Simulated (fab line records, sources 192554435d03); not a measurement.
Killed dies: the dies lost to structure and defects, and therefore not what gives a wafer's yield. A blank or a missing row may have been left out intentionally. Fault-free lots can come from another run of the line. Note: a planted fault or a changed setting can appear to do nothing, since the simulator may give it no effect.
The same fault as seen by 2 desks / flow n5Finfet / each desk holds nothing but its own numbers, with what lay behind them at the end

## METROLOGY DESK
What the gauges read for every lot (on any tool): the sampled wafers with a number, averaged. If a lot's mean is further than 4 standard deviations from the usual mean, the lot is out of limits and carries the mark OUT (the distance appears in the brackets). It has 10 readings; the 7 that lie furthest out on some lot are the ones shown.
Columns: A = DIBL_N at N5_BEOL_M4_RC_MEAS_101, usual 36.0 mV/V; B = DIBL_P at N5_BEOL_M4_RC_MEAS_101, usual 36.2 mV/V; C = IOFF_P at N5_BEOL_M4_RC_MEAS_101, usual 0.21 nA/um; D = ION_P at N5_BEOL_M4_RC_MEAS_101, usual 463 uA/um; E = SS_P at N5_BEOL_M4_RC_MEAS_101, usual 73.3 mV/dec; F = VT_N at N5_BEOL_M4_RC_MEAS_101, usual 250 mV; G = VT_P at N5_BEOL_M4_RC_MEAS_101, usual -251 mV
lot=L681; first seen here=day 9 23:12; A=35.2; B=34.6; C=0.17; D=455; E=73.0; F=249; G=-255
lot=L687; first seen here=day 11 02:36; A=40.0; B=39.3; C=0.23; D=460; E=74.3; F=251; G=-250
lot=L688; first seen here=day 11 05:31; A=35.6; B=37.3; C=0.24; D=472; E=73.5; F=248; G=-248
lot=L689; first seen here=day 11 09:58; A=36.1; B=37.8; C=0.24; D=468; E=73.0; F=248; G=-248
lot=L699; first seen here=day 14 04:59; A=35.4; B=34.8; C=0.18; D=461; E=73.7; F=253; G=-253
This desk's finding: nothing out of limits on any of the 5 lots.

## FOR THE TOOL OWNER'S DESK: rieDiel-03
The tool's own readings at N5_BEOL_M0_SAQP_CUT_ETCH_46 (etches SOC in N2/H2, target depth 135 nm, overetch 27 nm, time 202.5 s): means of the sampled wafers that have a number, for each lot that ran on this tool. If a lot's mean is further than 4 standard deviations from the usual mean, the lot is out of limits and carries the mark OUT (the distance appears in the brackets).
Columns: A = biasW at N5_BEOL_M0_SAQP_CUT_ETCH_46, usual 150.0 W; B = drypumpMotorCurrentA at N5_BEOL_M0_SAQP_CUT_ETCH_46, usual 5.82 A; C = rfVppV at N5_BEOL_M0_SAQP_CUT_ETCH_46, usual 524.6 V; D = showerheadPlenumPTorr at N5_BEOL_M0_SAQP_CUT_ETCH_46, usual 2.57 Torr; E = tempC at N5_BEOL_M0_SAQP_CUT_ETCH_46, usual 39.99 C; F = throttleValvePct at N5_BEOL_M0_SAQP_CUT_ETCH_46, usual 17.8 %
lot=L681; first seen here=day 7 05:04; A=149.9; B=6.00; C=525.5; D=2.59; E=39.89; F=17.7
lot=L687; first seen here=day 8 12:21; A=149.8; B=5.89; C=523.3; D=2.56; E=40.06; F=17.8
lot=L688; first seen here=day 8 20:24; A=150.0; B=5.98; C=526.0; D=2.62; E=40.00; F=17.7
lot=L689; first seen here=day 9 02:34; A=150.1; B=5.69; C=526.8; D=2.65; E=40.16; F=17.6
This desk's finding: nothing out of limits on any of the 4 lots.

## PUT TOGETHER
Nothing out of limits was seen by the metrology desk.
The desk of the tool owner found nothing out of limits.

## WHAT HAD BEEN PUT IN BY THE SIMULATOR
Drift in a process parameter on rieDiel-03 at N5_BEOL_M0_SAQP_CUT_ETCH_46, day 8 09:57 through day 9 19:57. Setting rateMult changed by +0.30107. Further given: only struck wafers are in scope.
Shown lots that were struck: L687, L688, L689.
